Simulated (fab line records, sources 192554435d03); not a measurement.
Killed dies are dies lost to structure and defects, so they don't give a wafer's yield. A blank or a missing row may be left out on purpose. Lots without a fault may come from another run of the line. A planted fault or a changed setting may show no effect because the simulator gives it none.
Which tool did it? | flow n5_finfet | 23 lots, 69 wafers sampled, at 5 steps of a route of 1938

WHAT THE GAUGES READ, wafer by wafer
N5_BEOL_M4_INSPECT_30: inspects for defects (brightfield). Usual: raw_defect_count 441, standard deviation 90.
lot  | measured     | on                | raw_defect_count | flag
L074 | day 7 21:10  | defect_inspect-02 | 400 362 400      |
L076 | day 8 04:37  | defect_inspect-02 | 403 418 454      |
L075 | day 8 13:46  | defect_inspect-01 | 391 321 307      |
L077 | day 8 17:08  | defect_inspect-01 | 375 316 445      |
L078 | day 8 19:32  | defect_inspect-01 | 428 365 317      |
L080 | day 9 07:24  | defect_inspect-02 | 441 530 404      |
L079 | day 9 09:55  | defect_inspect-01 | 584 323 478      |
L082 | day 9 14:38  | defect_inspect-02 | 466 615 509      |
L081 | day 10 00:20 | defect_inspect-01 | 348 471 497      |
L084 | day 10 01:21 | defect_inspect-02 | 390 488 416      |
L083 | day 10 01:42 | defect_inspect-01 | 401 376 292      |
L085 | day 10 17:13 | defect_inspect-02 | 724 398 706      |
L087 | day 11 05:29 | defect_inspect-02 | 400 374 340      |
L086 | day 11 06:33 | defect_inspect-02 | 396 489 412      |
L088 | day 11 12:03 | defect_inspect-01 | 534 521 527      |
L089 | day 11 13:11 | defect_inspect-02 | 408 357 469      |
L091 | day 12 00:06 | defect_inspect-02 | 466 388 355      |
L092 | day 12 01:11 | defect_inspect-01 | 367 587 496      |
L093 | day 12 22:58 | defect_inspect-01 | 268 347 422      |
L095 | day 13 00:32 | defect_inspect-02 | 390 356 435      |
L094 | day 13 03:22 | defect_inspect-02 | 582 535 573      |
L096 | day 13 05:35 | defect_inspect-02 | 573 501 494      |
L097 | day 13 21:45 | defect_inspect-02 | 477 356 414      |

WHICH TOOL RAN EACH LOT (tool, then ch and the chambers of the sampled wafers, then the start)
lot  | N5_BEOL_M3_ALD_84                   | N5_BEOL_M3_ANNEAL_51             | N5_BEOL_M4_ILD_DEP_00           | N5_BEOL_M4_STRIP_19
L074 | ald_metal-02 ch 0,2,3, day 7 12:58  | rtp_anneal-01 ch 0, day 7 15:31  | pecvd-03 ch 0,1, day 7 16:32    | rie_diel-01 ch 0,1,3, day 7 20:34
L076 | ald_metal-03 ch 1,2,3, day 7 22:24  | rtp_anneal-01 ch 0, day 8 01:02  | pecvd-01 ch 0,1, day 8 01:57    | rie_diel-04 ch 0,1, day 8 04:01
L075 | ald_metal-03 ch 1,3, day 8 06:24    | rtp_anneal-01 ch 0, day 8 09:41  | pecvd-03 ch 0,1, day 8 10:33    | rie_diel-01 ch 0,1,2, day 8 13:09
L077 | ald_metal-01 ch 0,1,3, day 8 10:02  | rtp_anneal-01 ch 0, day 8 12:35  | pecvd-01 ch 0,1,2, day 8 13:30  | rie_diel-01 ch 1,2, day 8 16:40
L078 | ald_metal-02 ch 1,2,3, day 8 12:49  | rtp_anneal-02 ch 0, day 8 15:24  | pecvd-03 ch 0,1,2, day 8 16:19  | rie_diel-03 ch 0,1,2, day 8 19:03
L080 | ald_metal-03 ch 0,1, day 9 00:33    | rtp_anneal-01 ch 0, day 9 03:08  | pecvd-01 ch 0,1,2, day 9 04:00  | rie_diel-03 ch 0,2, day 9 06:47
L079 | ald_metal-01 ch 0,2, day 9 03:42    | rtp_anneal-01 ch 0, day 9 06:47  | pecvd-04 ch 0,2, day 9 07:40    | rie_diel-04 ch 1,2, day 9 09:25
L082 | ald_metal-01 ch 0,1, day 9 08:32    | rtp_anneal-01 ch 0, day 9 11:08  | pecvd-01 ch 1, day 9 12:14      | rie_diel-04 ch 0,1,2, day 9 14:02
L081 | ald_metal-03 ch 1,2,3, day 9 16:54  | rtp_anneal-02 ch 0, day 9 19:36  | pecvd-01 ch 0,1, day 9 20:31    | rie_diel-03 ch 0,2, day 9 23:44
L084 | ald_metal-03 ch 0,2,3, day 9 20:00  | rtp_anneal-02 ch 0, day 9 22:26  | pecvd-04 ch 0,1, day 9 23:26    | rie_diel-01 ch 1,2,3, day 10 00:52
L083 | ald_metal-02 ch 0,1,3, day 9 20:12  | rtp_anneal-02 ch 0, day 9 22:42  | pecvd-03 ch 0,1, day 9 23:40    | rie_diel-01 ch 1,3, day 10 01:06
L085 | ald_metal-03 ch 0,3, day 10 11:31   | rtp_anneal-01 ch 0, day 10 14:17 | pecvd-04 ch 0,1, day 10 15:07   | rie_diel-03 ch 2,3, day 10 16:44
L087 | ald_metal-03 ch 0,2, day 10 23:31   | rtp_anneal-02 ch 0, day 11 02:23 | pecvd-01 ch 2, day 11 03:17     | rie_diel-01 ch 0,1, day 11 05:00
L086 | ald_metal-02 ch 2,3, day 10 23:32   | rtp_anneal-01 ch 0, day 11 03:55 | pecvd-01 ch 1,2, day 11 04:47   | rie_diel-04 ch 0,1,2, day 11 06:05
L088 | ald_metal-01 ch 1,2, day 11 05:11   | rtp_anneal-01 ch 0, day 11 07:55 | pecvd-04 ch 0,1, day 11 08:55   | rie_diel-01 ch 0,1, day 11 11:34
L089 | ald_metal-03 ch 0,1,2, day 11 07:57 | rtp_anneal-02 ch 0, day 11 10:26 | pecvd-03 ch 0,1,2, day 11 11:18 | rie_diel-04 ch 1,2, day 11 12:34
L091 | ald_metal-02 ch 0,1, day 11 16:03   | rtp_anneal-02 ch 0, day 11 19:07 | pecvd-04 ch 1,2, day 11 20:12   | rie_diel-03 ch 0,2, day 11 23:36
L092 | ald_metal-01 ch 0,2,3, day 11 19:26 | rtp_anneal-01 ch 0, day 11 22:26 | pecvd-01 ch 1,2, day 11 23:19   | rie_diel-01 ch 1,2,3, day 12 00:43
L093 | ald_metal-01 ch 0,1,3, day 12 13:57 | rtp_anneal-01 ch 0, day 12 16:48 | pecvd-01 ch 0,2, day 12 17:42   | rie_diel-01 ch 0,1,3, day 12 22:29
L095 | ald_metal-03 ch 0,2,3, day 12 16:51 | rtp_anneal-01 ch 0, day 12 21:08 | pecvd-01 ch 1,2, day 12 22:03   | rie_diel-03 ch 0,3, day 12 23:56
L094 | ald_metal-02 ch 0,3, day 12 16:52   | rtp_anneal-02 ch 0, day 12 22:58 | pecvd-03 ch 0,2, day 12 23:59   | rie_diel-03 ch 0,1, day 13 02:45
L096 | ald_metal-02 ch 0,2,3, day 12 23:43 | rtp_anneal-02 ch 0, day 13 02:14 | pecvd-01 ch 1,2, day 13 03:07   | rie_diel-04 ch 0,3, day 13 05:06
L097 | ald_metal-01 ch 0,1,3, day 13 14:02 | rtp_anneal-01 ch 0, day 13 16:52 | pecvd-01 ch 0,1,2, day 13 17:47 | rie_diel-01 ch 1,2,3, day 13 21:16
- N5_BEOL_M3_ALD_84: deposits TaN, pulse time 2 s, purge time 3 s, co reactant purge time 2 s.
- N5_BEOL_M3_ANNEAL_51: time 90 s.
- N5_BEOL_M4_ILD_DEP_00: deposits SiOC from DEMS/O2, target thk 79 nm, time 15.3 s.
- N5_BEOL_M4_STRIP_19: strips in O2.

WHAT THE TOOLS THEMSELVES READ (means of the sampled wafers that have a number; where no wafer has one, the mark that the record gives instead)
N5_BEOL_M3_ALD_84. Usual: heater_power_outer_w 225 W, standard deviation 33; heater_power_w 419 W, standard deviation 59; mfc_carrier_sccm 1500 sccm, standard deviation 4.
lot  | tool         | heater_power_outer_w (W) | heater_power_w (W) | mfc_carrier_sccm (sccm) | flag
L074 | ald_metal-02 | 223                      | 427                | 1503                    |
L076 | ald_metal-03 | 235                      | 439                | 1499                    |
L075 | ald_metal-03 | 254                      | 478                | 1502                    |
L077 | ald_metal-01 | 226                      | 398                | 1502                    |
L078 | ald_metal-02 | 204                      | 406                | 1499                    |
L080 | ald_metal-03 | 239                      | 405                | 1506                    |
L079 | ald_metal-01 | 236                      | 436                | 1497                    |
L082 | ald_metal-01 | 229                      | 396                | 1503                    |
L081 | ald_metal-03 | 231                      | 439                | 1502                    |
L084 | ald_metal-03 | 232                      | 433                | 1494                    |
L083 | ald_metal-02 | 224                      | 430                | 1501                    |
L085 | ald_metal-03 | 253                      | 463                | 1501                    |
L087 | ald_metal-03 | 214                      | 403                | 1503                    |
L086 | ald_metal-02 | 236                      | 454                | 1498                    |
L088 | ald_metal-01 | 212                      | 396                | 1499                    |
L089 | ald_metal-03 | 223                      | 405                | 1501                    |
L091 | ald_metal-02 | 211                      | 399                | 1504                    |
L092 | ald_metal-01 | 232                      | 429                | 1504                    |
L093 | ald_metal-01 | 228                      | 404                | 1497                    |
L095 | ald_metal-03 | 230                      | 435                | 1499                    |
L094 | ald_metal-02 | 256                      | 491                | 1501                    |
L096 | ald_metal-02 | 222                      | 423                | 1500                    |
L097 | ald_metal-01 | 230                      | 396                | 1504                    |

N5_BEOL_M3_ANNEAL_51. Usual: wafer_temp_C_max 226.31, standard deviation 0.28.
lot  | tool          | wafer_temp_C_max | flag
L074 | rtp_anneal-01 | 226.38           |
L076 | rtp_anneal-01 | 226.57           |
L075 | rtp_anneal-01 | 226.23           |
L077 | rtp_anneal-01 | 226.18           |
L078 | rtp_anneal-02 | 226.25           |
L080 | rtp_anneal-01 | 226.51           |
L079 | rtp_anneal-01 | 226.06           |
L082 | rtp_anneal-01 | 226.72           |
L081 | rtp_anneal-02 | 226.66           |
L084 | rtp_anneal-02 | 226.21           |
L083 | rtp_anneal-02 | 226.24           |
L085 | rtp_anneal-01 | 226.08           |
L087 | rtp_anneal-02 | 226.01           |
L086 | rtp_anneal-01 | 226.59           |
L088 | rtp_anneal-01 | 226.43           |
L089 | rtp_anneal-02 | 226.24           |
L091 | rtp_anneal-02 | 226.16           |
L092 | rtp_anneal-01 | 226.41           |
L093 | rtp_anneal-01 | 226.30           |
L095 | rtp_anneal-01 | 226.13           |
L094 | rtp_anneal-02 | 226.71           |
L096 | rtp_anneal-02 | 226.21           |
L097 | rtp_anneal-01 | 226.20           |

N5_BEOL_M4_ILD_DEP_00. Usual: heater_power_outer_w 258 W, standard deviation 45; heater_power_w 466 W, standard deviation 65; showerhead_plenum_p_Torr 5.689 Torr, standard deviation 0.018; throttle_valve_pct 11.8 %, standard deviation 0.6.
lot  | tool     | heater_power_outer_w (W) | heater_power_w (W) | showerhead_plenum_p_Torr (Torr) | throttle_valve_pct (%) | flag
L074 | pecvd-03 | 194                      | 419                | 5.713                           | 11.0                   |
L076 | pecvd-01 | 251                      | 433                | 5.676                           | 11.8                   |
L075 | pecvd-03 | 202                      | 424                | 5.700                           | 11.1                   |
L077 | pecvd-01 | 286                      | 495                | 5.679                           | 12.1                   |
L078 | pecvd-03 | 218                      | 417                | 5.707                           | 11.4                   |
L080 | pecvd-01 | 285                      | 500                | 5.688                           | 11.9                   |
L079 | pecvd-04 | 227                      | 425                | 5.667                           | 12.1                   |
L082 | pecvd-01 | 268                      | 483                | 5.676                           | 12.1                   |
L081 | pecvd-01 | 277                      | 479                | 5.676                           | 12.1                   |
L084 | pecvd-04 | 258                      | 464                | 5.709                           | 12.2                   |
L083 | pecvd-03 | 206                      | 424                | 5.708                           | 11.1                   |
L085 | pecvd-04 | 292                      | 477                | 5.698                           | 12.9                   |
L087 | pecvd-01 | 294                      | 534                | 5.678                           | 11.1                   |
L086 | pecvd-01 | 299                      | 538                | 5.671                           | 11.8                   |
L088 | pecvd-04 | 264                      | 470                | 5.713                           | 12.5                   |
L089 | pecvd-03 | 206                      | 409                | 5.706                           | 11.3                   |
L091 | pecvd-04 | 219                      | 444                | 5.695                           | 11.8                   |
L092 | pecvd-01 | 331                      | 587                | 5.674                           | 11.3                   |
L093 | pecvd-01 | 298                      | 529                | 5.679                           | 11.4                   |
L095 | pecvd-01 | 302                      | 545                | 5.676                           | 11.5                   |
L094 | pecvd-03 | 234                      | 451                | 5.712                           | 11.6                   |
L096 | pecvd-01 | 289                      | 527                | 5.680                           | 11.6                   |
L097 | pecvd-01 | 281                      | 504                | 5.677                           | 11.6                   |

N5_BEOL_M4_STRIP_19. Usual: chamber_pressure_mTorr 30.001 mTorr, standard deviation 0.028; drypump_motor_current_A 5.6 A, standard deviation 0.36; oes_product_au 0.80 a.u., standard deviation 0.093; rf_vpp_V 3.7 V, standard deviation 0.45; showerhead_plenum_p_Torr 2.07 Torr, standard deviation 0.055; throttle_valve_pct 16.55 %, standard deviation 0.28.
lot  | tool        | chamber_pressure_mTorr (mTorr) | drypump_motor_current_A (A) | oes_product_au (a.u.) | rf_vpp_V (V) | showerhead_plenum_p_Torr (Torr) | throttle_valve_pct (%) | flag
L074 | rie_diel-01 | 30.009                         | 5.6                         | 0.76                  | 3.9          | 2.09                            | 16.50                  |
L076 | rie_diel-04 | 30.008                         | 5.8                         | 0.79                  | 4.0          | 2.05                            | 16.61                  |
L075 | rie_diel-01 | 29.991                         | 5.8                         | 0.84                  | 3.8          | 2.05                            | 16.38                  |
L077 | rie_diel-01 | 30.019                         | 5.9                         | 0.92                  | 3.5          | 2.08                            | 16.26                  |
L078 | rie_diel-03 | 30.014                         | 5.7                         | 0.84                  | 3.5          | 2.11                            | 16.45                  |
L080 | rie_diel-03 | 30.005                         | 5.9                         | 0.84                  | 3.6          | 2.10                            | 16.31                  |
L079 | rie_diel-04 | 30.008                         | 5.4                         | 0.87                  | 4.0          | 2.05                            | 16.52                  |
L082 | rie_diel-04 | 30.010                         | 5.7                         | 0.81                  | 3.5          | 2.04                            | 16.55                  |
L081 | rie_diel-03 | 29.998                         | 6.1                         | 0.77                  | 3.8          | 2.09                            | 16.57                  |
L084 | rie_diel-01 | 30.008                         | 5.7                         | 0.81                  | 3.7          | 2.12                            | 16.42                  |
L083 | rie_diel-01 | 30.004                         | 5.4                         | 0.74                  | 3.4          | 2.16                            | 16.55                  |
L085 | rie_diel-03 | 30.014                         | 5.5                         | 0.81                  | 2.8          | 2.10                            | 16.46                  |
L087 | rie_diel-01 | 30.002                         | 5.7                         | 0.79                  | 3.8          | 2.06                            | 16.31                  |
L086 | rie_diel-04 | 30.005                         | 5.7                         | 0.80                  | 3.6          | 2.04                            | 16.58                  |
L088 | rie_diel-01 | 30.023                         | 5.7                         | 0.74                  | 3.9          | 2.02                            | 16.53                  |
L089 | rie_diel-04 | 30.013                         | 5.5                         | 0.83                  | 3.2          | 2.04                            | 16.50                  |
L091 | rie_diel-03 | 29.986                         | 5.9                         | 0.81                  | 3.4          | 2.09                            | 16.36                  |
L092 | rie_diel-01 | 30.000                         | 5.6                         | 0.79                  | 4.1          | 2.11                            | 16.44                  |
L093 | rie_diel-01 | 30.028                         | 5.6                         | 0.72                  | 3.6          | 2.08                            | 16.57                  |
L095 | rie_diel-03 | 29.999                         | 6.0                         | 0.77                  | 3.9          | 2.06                            | 16.82                  |
L094 | rie_diel-03 | 29.977                         | 5.5                         | 0.78                  | 3.9          | 2.11                            | 16.64                  |
L096 | rie_diel-04 | 30.017                         | 5.7                         | 0.89                  | 3.7          | 2.01                            | 16.43                  |
L097 | rie_diel-01 | 29.993                         | 5.6                         | 0.77                  | 4.0          | 2.11                            | 16.48                  |

THE ANSWER, worked out from the rows above alone
Rule: a lot is off if the mean of its wafers that have a number lies more than 3 standard deviations from the usual mean. A lot without any number at a reading at which 4 lots or more have one is off too. The other lots that the step has rows for count as sound. The gauges are gone through in route order, then the tools' own readings, and for those a lot's mean is taken as printed above. The first step at which some lot is off is used, and at that step the reading that is off furthest; a lot without a number counts as furthest.
No lot is off at any reading shown: from this, nothing can be told.

WHAT THE SIMULATOR HAD PUT IN
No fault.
